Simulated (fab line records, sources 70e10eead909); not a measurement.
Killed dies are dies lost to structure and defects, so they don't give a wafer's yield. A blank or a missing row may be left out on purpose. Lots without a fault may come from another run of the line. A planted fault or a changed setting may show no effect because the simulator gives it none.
Which tool did it? | flow nand_harc | 11 lots, 33 wafers sampled, at 5 steps of a route of 1159

WHAT THE GAUGES READ, wafer by wafer
NHARC_END_SORT_01. Usual: killed_at_array 25, standard deviation 9.2; killed_at_other 0.9, standard deviation 1.3; killed_at_periphery 3.3, standard deviation 2.3; killed_dies 29, standard deviation 9.6; killed_open 3.2, standard deviation 1.8; killed_short 2, standard deviation 1.4.
lot  | measured     | on        | killed_at_array | killed_at_other | killed_at_periphery | killed_dies | killed_open | killed_short | flag
L982 | day 20 22:08 | prober-02 | 669 673 672     | 3 1 2           | 5 3 3               | 677 677 677 | 7 4 1       | 1 0 3        | OFF
L981 | day 21 17:50 | prober-01 | 671 670 676     | 1 0 0           | 5 7 1               | 677 677 677 | 4 6 3       | 3 2 1        | OFF
L983 | day 21 18:38 | prober-02 | 673 673 675     | 1 1 0           | 3 3 2               | 677 677 677 | 4 2 4       | 3 1 1        | OFF

WHICH TOOL RAN EACH LOT (tool, then ch and the chambers of the sampled wafers, then the start)
lot  | NHARC_A_CONTACT_STRIP_82                      | NHARC_A_CONTACT_DEP_84        | NHARC_A_CONTACT_ETCH_89                       | NHARC_A_CONTACT_ETCH_92
L973 | rie_diel-03 ch 0,1,2, day 16 22:16 or earlier | acl_dep-02 ch 0, day 16 22:16 | rie_diel-13 ch 0,1,3, day 17 02:55 or earlier | rie_diel-13 ch 0,1,2, day 17 02:55
L978 | rie_diel-03 ch 1,3, day 17 08:22 or earlier   | acl_dep-01 ch 0, day 17 08:22 | rie_diel-13 ch 1,3, day 17 12:47 or earlier   | rie_diel-05 ch 0,2,3, day 17 12:47
L975 | rie_diel-05 ch 1,2, day 17 15:52 or earlier   | acl_dep-03 ch 0, day 17 15:52 | rie_diel-03 ch 1,3, day 17 20:08 or earlier   | rie_diel-05 ch 1,3, day 17 20:08
L982 | rie_diel-03 ch 0,1,3, day 18 16:46 or earlier | acl_dep-02 ch 0, day 18 16:46 | rie_diel-03 ch 1,2,3, day 18 20:53 or earlier | rie_diel-03 ch 1,2,3, day 18 20:53
L981 | rie_diel-13 ch 1,2,3, day 19 07:32 or earlier | acl_dep-03 ch 0, day 19 07:32 | rie_diel-13 ch 0,2, day 19 11:40 or earlier   | rie_diel-03 ch 1,2, day 19 11:40
L983 | rie_diel-05 ch 0,2,3, day 19 10:55 or earlier | acl_dep-01 ch 0, day 19 10:55 | rie_diel-05 ch 0,2,3, day 19 14:59 or earlier | rie_diel-03 ch 0,1,3, day 19 14:59
L993 | rie_diel-03 ch 0,1,2, day 21 15:37 or earlier | acl_dep-03 ch 0, day 21 15:37 | rie_diel-13 ch 0,1, day 21 19:47 or earlier   | rie_diel-03 ch 0,3, day 21 19:47
L991 | rie_diel-05 ch 1,2,3, day 22 05:05 or earlier | acl_dep-02 ch 0, day 22 05:05 | rie_diel-03 ch 2,3, day 22 10:08 or earlier   | rie_diel-03 ch 1,2,3, day 22 10:08
L995 | rie_diel-05 ch 1,2,3, day 22 06:29 or earlier | acl_dep-01 ch 0, day 22 06:29 | rie_diel-03 ch 1,2,3, day 22 11:07 or earlier | rie_diel-03 ch 1,2,3, day 22 11:07
L994 | rie_diel-05 ch 0,1,3, day 22 09:11 or earlier | acl_dep-01 ch 0, day 22 09:11 | rie_diel-13 ch 0,1,3, day 22 14:16 or earlier | rie_diel-03 ch 2,3, day 22 14:16
L996 | rie_diel-03 ch 1,3, day 22 20:23 or earlier   | acl_dep-02 ch 0, day 22 20:23 | rie_diel-03 ch 0,1, day 23 00:45 or earlier   | rie_diel-03 ch 0,2,3, day 23 00:45
- NHARC_A_CONTACT_STRIP_82: strips in O2.
- NHARC_A_CONTACT_DEP_84: deposits aC, target thk 2000 nm.
- NHARC_A_CONTACT_ETCH_89: etches the open film in N2/H2, target depth 260 nm, time 475.3 s.
- NHARC_A_CONTACT_ETCH_92: etches the open film in CH3F/O2, target depth 40 nm, time 85.7 s.

WHAT THE TOOLS THEMSELVES READ (means of the sampled wafers that have a number; where no wafer has one, the mark that the record gives instead)
NHARC_A_CONTACT_STRIP_82. Usual: drypump_motor_current_A 5.7 A, standard deviation 0.34; mfc_ar_sccm 0.007 sccm, standard deviation 0.0096; oes_product_au 0.999 a.u., standard deviation 0.011; rf_vpp_V 57.9 V, standard deviation 0.89; showerhead_plenum_p_Torr 3.52 Torr, standard deviation 0.17; throttle_valve_pct 17.037 %, standard deviation 0.01.
lot  | tool        | drypump_motor_current_A (A) | mfc_ar_sccm (sccm) | oes_product_au (a.u.) | rf_vpp_V (V) | showerhead_plenum_p_Torr (Torr) | throttle_valve_pct (%) | flag
L973 | rie_diel-03 | 5.9                         | 0.013              | 0.995                 | 57.6         | 3.52                            | 17.044                 |
L978 | rie_diel-03 | 5.7                         | 0.000              | 1.007                 | 56.8         | 3.28                            | 17.040                 |
L975 | rie_diel-05 | 5.6                         | 0.005              | 1.000                 | 57.6         | 3.44                            | 17.041                 |
L982 | rie_diel-03 | 5.8                         | 0.003              | 0.990                 | 57.6         | 3.55                            | 17.040                 |
L981 | rie_diel-13 | 5.7                         | 0.009              | 1.006                 | 57.5         | 3.38                            | 17.038                 |
L983 | rie_diel-05 | 5.7                         | 0.003              | 1.011                 | 57.4         | 3.56                            | 17.032                 |
L993 | rie_diel-03 | 5.9                         | 0.013              | 0.999                 | 57.9         | 3.51                            | 17.028                 |
L991 | rie_diel-05 | 5.5                         | 0.003              | 1.004                 | 57.6         | 3.49                            | 17.039                 |
L995 | rie_diel-05 | 5.5                         | 0.003              | 1.008                 | 57.4         | 3.49                            | 17.037                 |
L994 | rie_diel-05 | 5.7                         | 0.006              | 1.007                 | 58.7         | 3.46                            | 17.034                 |
L996 | rie_diel-03 | 5.7                         | 0.000              | 1.000                 | 57.6         | 3.62                            | 17.037                 |

NHARC_A_CONTACT_DEP_84. Usual: throttle_valve_pct 35.000 %, standard deviation 0.01.
lot  | tool       | throttle_valve_pct (%) | flag
L973 | acl_dep-02 | 35.002                 |
L978 | acl_dep-01 | 35.006                 |
L975 | acl_dep-03 | 34.984                 |
L982 | acl_dep-02 | 35.002                 |
L981 | acl_dep-03 | 35.002                 |
L983 | acl_dep-01 | 34.999                 |
L993 | acl_dep-03 | 35.001                 |
L991 | acl_dep-02 | 35.001                 |
L995 | acl_dep-01 | 35.011                 |
L994 | acl_dep-01 | 34.988                 |
L996 | acl_dep-02 | 35.007                 |

NHARC_A_CONTACT_ETCH_89. Usual: bias_w 150.1 W, standard deviation 0.44; chamber_pressure_mTorr 30.001 mTorr, standard deviation 0.026; drypump_motor_current_A 5.7 A, standard deviation 0.36; mfc_ar_sccm 0.008 sccm, standard deviation 0.01; oes_product_au 0.995 a.u., standard deviation 0.012; rf_vpp_V 431 V, standard deviation 3.4; showerhead_plenum_p_Torr 2.06 Torr, standard deviation 0.12; throttle_valve_pct 14.172 %, standard deviation 0.0089.
lot  | tool        | bias_w (W) | chamber_pressure_mTorr (mTorr) | drypump_motor_current_A (A) | mfc_ar_sccm (sccm) | oes_product_au (a.u.) | rf_vpp_V (V) | showerhead_plenum_p_Torr (Torr) | throttle_valve_pct (%) | flag
L973 | rie_diel-13 | 150.5      | 29.999                         | 5.8                         | 0.003              | 0.987                 | 427          | 1.93                            | 14.170                 |
L978 | rie_diel-13 | 150.0      | 30.007                         | 5.9                         | 0.003              | 0.992                 | 426          | 1.88                            | 14.169                 |
L975 | rie_diel-03 | 150.0      | 30.002                         | 6.0                         | 0.000              | 0.993                 | 430          | 2.01                            | 14.175                 |
L982 | rie_diel-03 | 149.8      | 29.981                         | 5.8                         | 0.010              | 0.990                 | 432          | 2.09                            | 14.168                 |
L981 | rie_diel-13 | 150.1      | 30.006                         | 5.4                         | 0.013              | 1.000                 | 432          | 2.07                            | 14.171                 |
L983 | rie_diel-05 | 149.9      | 29.989                         | 5.8                         | 0.003              | 1.004                 | 432          | 2.06                            | 14.169                 |
L993 | rie_diel-13 | 149.7      | 30.016                         | 5.7                         | 0.000              | 1.008                 | 433          | 2.14                            | 14.182                 |
L991 | rie_diel-03 | 150.3      | 30.025                         | 5.4                         | 0.010              | 1.004                 | 435          | 2.19                            | 14.166                 |
L995 | rie_diel-03 | 150.0      | 29.996                         | 5.8                         | 0.010              | 0.995                 | 432          | 2.09                            | 14.171                 |
L994 | rie_diel-13 | 149.9      | 30.026                         | 5.8                         | 0.003              | 1.002                 | 434          | 2.14                            | 14.175                 |
L996 | rie_diel-03 | 150.1      | 30.027                         | 6.1                         | 0.003              | 0.985                 | 428          | 1.94                            | 14.177                 |

NHARC_A_CONTACT_ETCH_92. Usual: bias_w 100.0 W, standard deviation 0.31; ch3f_flow_sccm 50.00 sccm, standard deviation 0.14; drypump_motor_current_A 5.7 A, standard deviation 0.37; mfc_ar_sccm 199.9 sccm, standard deviation 0.66; oes_product_au 0.932 a.u., standard deviation 0.026; rf_vpp_V 244.4 V, standard deviation 2; showerhead_plenum_p_Torr 2.46 Torr, standard deviation 0.13; throttle_valve_pct 20.664 %, standard deviation 0.0092.
lot  | tool        | bias_w (W) | ch3f_flow_sccm (sccm) | drypump_motor_current_A (A) | mfc_ar_sccm (sccm) | oes_product_au (a.u.) | rf_vpp_V (V) | showerhead_plenum_p_Torr (Torr) | throttle_valve_pct (%) | flag
L973 | rie_diel-13 | 100.1      | 49.91                 | 5.6                         | 200.1              | 0.927                 | 244.1        | 2.41                            | 20.672                 |
L978 | rie_diel-05 | 99.5       | 50.00                 | 5.8                         | 200.2              | 0.926                 | 244.7        | 2.48                            | 20.665                 |
L975 | rie_diel-05 | 100.0      | 49.87                 | 5.5                         | 199.8              | 0.940                 | 243.9        | 2.39                            | 20.670                 |
L982 | rie_diel-03 | -          | -                     | -                           | -                  | -                     | -            | -                               | -                      | OFF
L981 | rie_diel-03 | -          | -                     | -                           | -                  | -                     | -            | -                               | -                      | OFF
L983 | rie_diel-03 | -          | -                     | -                           | -                  | -                     | -            | -                               | -                      | OFF
L993 | rie_diel-03 | 99.8       | 50.05                 | 5.4                         | 199.6              | 0.916                 | 245.2        | 2.52                            | 20.669                 |
L991 | rie_diel-03 | 100.2      | 50.03                 | 5.8                         | 199.5              | 0.930                 | 243.9        | 2.51                            | 20.667                 |
L995 | rie_diel-03 | 99.9       | 50.01                 | 5.8                         | 199.8              | 0.913                 | 244.9        | 2.51                            | 20.659                 |
L994 | rie_diel-03 | 100.1      | 49.90                 | 5.4                         | 199.5              | 1.002                 | 246.0        | 2.63                            | 20.666                 |
L996 | rie_diel-03 | 100.0      | 50.08                 | 5.5                         | 199.6              | 0.919                 | 245.6        | 2.56                            | 20.662                 |

THE ANSWER, worked out from the rows above alone
Rule: a lot is off if the mean of its wafers that have a number lies more than 3 standard deviations from the usual mean. A lot without any number at a reading at which 4 lots or more have one is off too. The other lots that the step has rows for count as sound. The gauges are gone through in route order, then the tools' own readings, and for those a lot's mean is taken as printed above. The first step at which some lot is off is used, and at that step the reading that is off furthest; a lot without a number counts as furthest.
Off: L982, L981, L983, at NHARC_END_SORT_01 (killed_at_array). Neither off nor sound, because the step has no rows for them: L973, L978, L975, L993, L991, L995, L994, L996.
A tool fits if, at a process step before that reading, it ran every lot that is off, and no sound lot after the first of them. The gauges at NHARC_END_SORT_01 aren't tried: what is off there is off at NHARC_A_CONTACT_ETCH_92 too, on other tools, and a gauge's error can't cause that. NHARC_A_CONTACT_STRIP_82 gives no start for some lots, so the hours and the order of its lots are those of NHARC_A_CONTACT_DEP_84. NHARC_A_CONTACT_ETCH_89 gives no start for some lots, so the hours and the order of its lots are those of NHARC_A_CONTACT_ETCH_92. One fits: rie_diel-03 at NHARC_A_CONTACT_ETCH_92. It ran no sound lot before its first lot that is off in this sample, so the start can't be narrowed down.

WHAT THE SIMULATOR HAD PUT IN
Skipped step whole: rie_diel-03, from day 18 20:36 on, at NHARC_A_CONTACT_ETCH_92. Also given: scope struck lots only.
Lots struck among those shown: L982, L981, L983. The rule above found the same.
